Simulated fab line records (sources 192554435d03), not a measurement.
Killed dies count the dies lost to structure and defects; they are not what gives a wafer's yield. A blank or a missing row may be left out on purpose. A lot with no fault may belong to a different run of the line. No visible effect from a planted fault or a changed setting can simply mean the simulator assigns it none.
fab line records	flow n5-finfet
[record] lots = 6	wafers = 18	last-day = 18
route steps=1938 shown WELL_APT@36
lots untouched by any fault: they come from a run of this same line in which no faults occurred
start-h: hours from the record's opening day to when the first of the lot's shown wafers began	wait-h: how many hours have passed since the lot's step before this one	" repeats the value in the row above	L1.1+2: several wafers, shown together as one row	- no value present, or no start provided	* or withheld: withheld	< > ~ a bound
route shown NAME@n: names a module that has steps shown in the file, with the first one's number in the route	usual: average and standard deviation across the fault-free wafers	same: alike in all rows	chamber/n: place in a boat	sites: per-site readings	_std_site: standard deviation across them	_edge_site: inner sites' mean taken away from outer sites' mean	radius-mm: how far each site lies from the wafer's centre	mask NAME#n: copy n	behind: the most recent tool/chamber to have shaped the wafer	hold: why the lot went on hold/how many hours it stayed there/how the hold came to an end	device: the n, p or np transistor that did not switch	end of line: the tests these same wafers got at the end of their route	where a step has no rows: the recipe by itself	killed: at the first sort, the dies lost to defects and structure; wafer yield is something else	map: dies across one wafer; x = killed, . = not, _ = none there
set.NAME: the setting the step ran with; set.NAME@STEP: the setting that earlier step ran with	model.NAME: the simulator's own value behind a step, which no gauge read
lots at selected steps of the route; one table per step, one row per wafer
services: when a tool's chamber went out of use (start-h, in hours from the record's first day, below 0 if earlier), for how many hours, and the reason
[[steps]]
[step N5_WELL_APT_COAT_19]
[recipe] spin-rpm = 1357	resist-thk-nm = 950
[step N5_WELL_APT_EBR_21]
[recipe] solvent = PGMEA	ebr-width-mm = 1.5
[step N5_WELL_APT_SOFTBAKE_20]
[recipe] temp-c = 130	time-s = 60
[step N5_WELL_APT_EXPOSE_22]
[recipe] mask-id = PWELL	na = 0.8	source-shape = conventional	sigma-outer = 0.8	polarization = unpolarized	defocus-nm = 0	target-cd-nm = 200	dose-mj = 23.2
[step N5_WELL_APT_PEB_23]
[recipe] peb-temp-c = 130	peb-time-s = 90
[step N5_WELL_APT_DEVELOP_24]
[recipe] develop-time-s = 45	rinse-liquid = surfactant-rinse	dry = air-spin	dev-temp-c = 21
[step N5_WELL_APT_HARDBAKE_29]
[recipe] temp-c = 130	time-s = 120
[step N5_WELL_APT_CD_MEAS_25]
[recipe] target-cd-nm = 200	landing-energy-ev = 500	detector = se-inlens
[usual] cd-nm = 199.1/2.3
lot.wafer	tool	chamber	start-h	wait-h	cd-nm
L450.2	cd-sem-03	0	20.98	-	198.2
L450.4	"	0	"	"	198.7
L450.5	"	0	"	"	199.6
L453.2	cd-sem-01	0	38.91	-	194.1
L453.3	"	0	"	"	199.0
L453.5	"	0	"	"	198.7
L464.3	cd-sem-01	0	105.35	-	201.3
L464.5	"	0	"	"	198.7
L464.6	"	0	"	"	199.3
L465.2	cd-sem-03	0	111.38	-	201.1
L465.3	"	0	"	"	200.2
L465.5	"	0	"	"	201.7
L466.3	cd-sem-01	0	117.06	-	195.1
L466.5	"	0	"	"	199.5
L466.6	"	0	"	"	197.6
L467.1	cd-sem-02	0	122.71	-	201.5
L467.4	"	0	"	"	201.5
L467.6	"	0	"	"	201.8
[step N5_WELL_APT_OVL_MEAS_26]
[recipe] points-per-wafer = 44
[usual] PWELL_OVL = 3/5
lot.wafer	tool	chamber	start-h	wait-h	PWELL_OVL[nm]
L450.2	overlay-01	0	21.01	0.0	-1
L450.4	"	0	"	"	-2
L450.5	"	0	"	"	-5
L453.2	overlay-02	0	38.94	0.0	6
L453.3	"	0	"	"	1
L453.5	"	0	"	"	-3
L464.3	overlay-01	0	105.38	0.0	15
L464.5	"	0	"	"	2
L464.6	"	0	"	"	0
L465.2	overlay-01	0	111.41	0.0	8
L465.3	"	0	"	"	9
L465.5	"	0	"	"	9
L466.3	overlay-02	0	117.09	0.0	1
L466.5	"	0	"	"	9
L466.6	"	0	"	"	6
L467.1	overlay-02	0	122.74	0.0	2
L467.4	"	0	"	"	9
L467.6	"	0	"	"	2
[step N5_WELL_APT_INSPECT_27]
[recipe] mode = adi	inspect-instrument = macro
[usual] raw-defect-count = 1.9/1.3
lot.wafer	tool	chamber	start-h	wait-h	raw-defect-count
L450.2	defect-inspect-02	-	21.03	0.0	1
L450.4	"	-	"	"	4
L450.5	"	-	"	"	2
L453.2	defect-inspect-02	-	38.96	0.0	1
L453.3	"	-	"	"	1
L453.5	"	-	"	"	6
L464.3	defect-inspect-02	-	105.40	0.0	3
L464.5	"	-	"	"	2
L464.6	"	-	"	"	0
L465.2	defect-inspect-01	-	111.43	0.0	2
L465.3	"	-	"	"	1
L465.5	"	-	"	"	1
L466.3	defect-inspect-02	-	117.11	0.0	2
L466.5	"	-	"	"	2
L466.6	"	-	"	"	1
L467.1	defect-inspect-01	-	122.76	0.0	0
L467.4	"	-	"	"	3
L467.6	"	-	"	"	0
[step N5_WELL_APT_DESCUM_30]
[recipe] chemistry = O2	time-s = 7.9	source-power-w = 50	bias-power-w = 20	pressure-mtorr = 20	rf-frequency-hz = 2.712e+07	temp-c = 40	o2-flow-sccm = 225
[usual] chamber-pressure-mTorr = 20.001/0.019	drypump-motor-current-A = 5.7/0.41	oes-product-au = 0.78/0.11	rf-vpp-V = 242.8/1.7	showerhead-plenum-p-Torr = 2.08/0.092	throttle-valve-pct = 20.49/0.24
lot.wafer	tool	chamber	start-h	wait-h	chamber-pressure-mTorr	drypump-motor-current-A	oes-product-au	rf-hours-counter-h	rf-vpp-V	showerhead-plenum-p-Torr	throttle-valve-pct
L450.2	rie-diel-03	0	21.07	0.0	20.018	5.6	0.71	214	241.1	1.98	20.20
L450.4	"	3	"	"	19.986	6.4	0.76	-	242.3	2.11	20.28
L450.5	"	2	"	"	19.999	5.7	0.74	-	241.3	2.02	20.72
L453.2	rie-diel-01	0	39.11	0.1	20.010	5.7	0.69	227	242.1	2.05	20.56
L453.3	"	1	"	"	19.997	5.8	1.00	4	241.2	2.08	20.31
L453.5	"	1	"	"	19.991	5.8	1.01	-	243.4	2.08	20.32
L464.3	rie-diel-05	3	105.53	0.1	20.023	5.5	0.71	213	244.3	2.16	20.59
L464.5	"	3	"	"	19.961	5.5	0.71	-	244.1	2.16	20.58
L464.6	"	2	"	"	19.967	5.6	0.89	-	244.9	2.24	20.40
L465.2	rie-diel-03	1	111.46	0.0	20.027	5.4	0.91	23	244.5	2.22	20.37
L465.3	"	2	"	"	19.984	5.7	0.70	205	241.2	2.01	20.76
L465.5	"	2	"	"	20.005	5.7	0.70	-	241.8	2.01	20.78
L466.3	rie-diel-01	3	117.15	0.0	19.994	6.5	0.95	7	245.0	2.24	20.63
L466.5	"	2	"	"	19.995	5.1	0.68	-	242.2	2.04	20.39
L466.6	"	1	"	"	20.018	5.8	0.92	-	242.7	2.07	20.38
L467.1	rie-diel-05	0	122.80	0.0	20.008	5.5	0.81	96	240.8	1.95	20.80
L467.4	"	1	"	"	19.973	5.6	0.66	248	241.8	2.05	20.66
L467.6	"	2	"	"	20.031	5.7	0.89	-	245.7	2.24	20.39
[step N5_WELL_APT_IMPLANT_31]
[recipe] species = B	energy-kev = 60	dose-cm2 = 1.5e+13	tilt-deg = 0	rotation-deg = 0
[step N5_WELL_APT_IMPLANT_32]
[recipe] species = BF2	energy-kev = 50	dose-cm2 = 2e+13	tilt-deg = 0	rotation-deg = 0
[usual] beam-energy-keV = 49.995/0.016
lot.wafer	tool	chamber	start-h	wait-h	beam-energy-keV	model.implant.rp-nm	model.implant.drp-nm
L450.2	implanter-02	0	21.37	0.1	49.983	38.25	18.55
L450.4	"	0	"	"	49.995	38.25	18.55
L450.5	"	0	"	"	49.979	38.25	18.55
L453.2	implanter-01	0	39.42	0.1	50.028	37.81	18.55
L453.3	"	0	"	"	50.006	37.81	18.55
L453.5	"	0	"	"	50.006	37.81	18.55
L464.3	implanter-01	0	105.87	0.1	67.978	50.42	23.27
L464.5	"	0	"	"	67.949	50.42	23.27
L464.6	"	0	"	"	67.991	50.42	23.27
L465.2	implanter-02	0	111.77	0.1	50.025	38.47	18.55
L465.3	"	0	"	"	49.996	38.47	18.55
L465.5	"	0	"	"	49.978	38.47	18.55
L466.3	implanter-01	0	117.48	0.1	67.976	51.87	23.27
L466.5	"	0	"	"	67.964	51.87	23.27
L466.6	"	0	"	"	67.983	51.87	23.27
L467.1	implanter-02	0	123.07	0.1	50.004	37.84	18.55
L467.4	"	0	"	"	49.990	37.84	18.55
L467.6	"	0	"	"	50.001	37.84	18.55
[step N5_WELL_APT_STRIP_33]
[recipe] chemistry = SPM	time-s = 900	temp-c = 130	h2so4-h2o2-vol-ratio = 4	dry = ipa-marangoni
[[services]]
tool	chamber	start-h	hours	kind
rie-diel-05	2	4.88	-	clean
rie-diel-05	2	4.88	-	consumable-replace:focus-ring
rie-diel-05	2	4.88	-	consumable-replace:showerhead
rie-diel-05	2	4.88	17.5	scheduled-down
rie-diel-05	2	4.88	17.5	vent-cycle
rie-diel-01	1	6.89	-	clean
rie-diel-01	1	6.89	-	consumable-replace:focus-ring
rie-diel-01	1	6.89	21.5	scheduled-down
rie-diel-01	1	6.89	21.5	vent-cycle
rie-diel-03	1	19.73	-	clean
rie-diel-03	1	19.73	-	consumable-replace:focus-ring
rie-diel-03	1	19.73	-	consumable-replace:showerhead
rie-diel-03	1	19.73	14.1	scheduled-down
rie-diel-03	1	19.73	14.1	vent-cycle
implanter-02	-	42.31	34.7	repair
rie-diel-05	-	44.27	2.8	pm
rie-diel-03	2	54.26	1.3	repair
rie-diel-01	2	61.20	4.2	repair
rie-diel-01	3	80.59	-	clean
rie-diel-01	3	80.59	-	consumable-replace:focus-ring
rie-diel-01	3	80.59	-	consumable-replace:showerhead
rie-diel-01	3	80.59	19.0	scheduled-down
rie-diel-01	3	80.59	19.0	vent-cycle
rie-diel-01	0	102.87	-	clean
[[key]]
[first-sign] step = N5_WELL_APT_IMPLANT_32	reading = beam-energy-keV	direction = up	sigmas = 99+	usual = 49.995	struck = 67.974
effect none on later readings
[model-effect] step = N5_WELL_APT_IMPLANT_32	value = implant.rp-nm	without = 37.7	struck = 51.14
met-at N5_WELL_APT_IMPLANT_32
struck-wafers L464.3,L464.5,L464.6,L466.3,L466.5,L466.6
tester-left-out L464,L466
onset-between 39.42 105.87
[fault] kind = process-parameter-drift	tool = implanter-01	chamber = -	onset-h = 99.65	steps = N5_WELL_APT_IMPLANT_32	channel = energy-kev	offset = 17.99	shape = step	end-h = 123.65	acts-in = these-recipes-only	stated = 50
// tester-left-out: of these lots the tester's yield and bins aren't shown, on N5 and GAA mostly nor the transistor test; their killed dies are dies lost to structure and defects alone, not to doping, threshold or leakage, so they don't give the yield
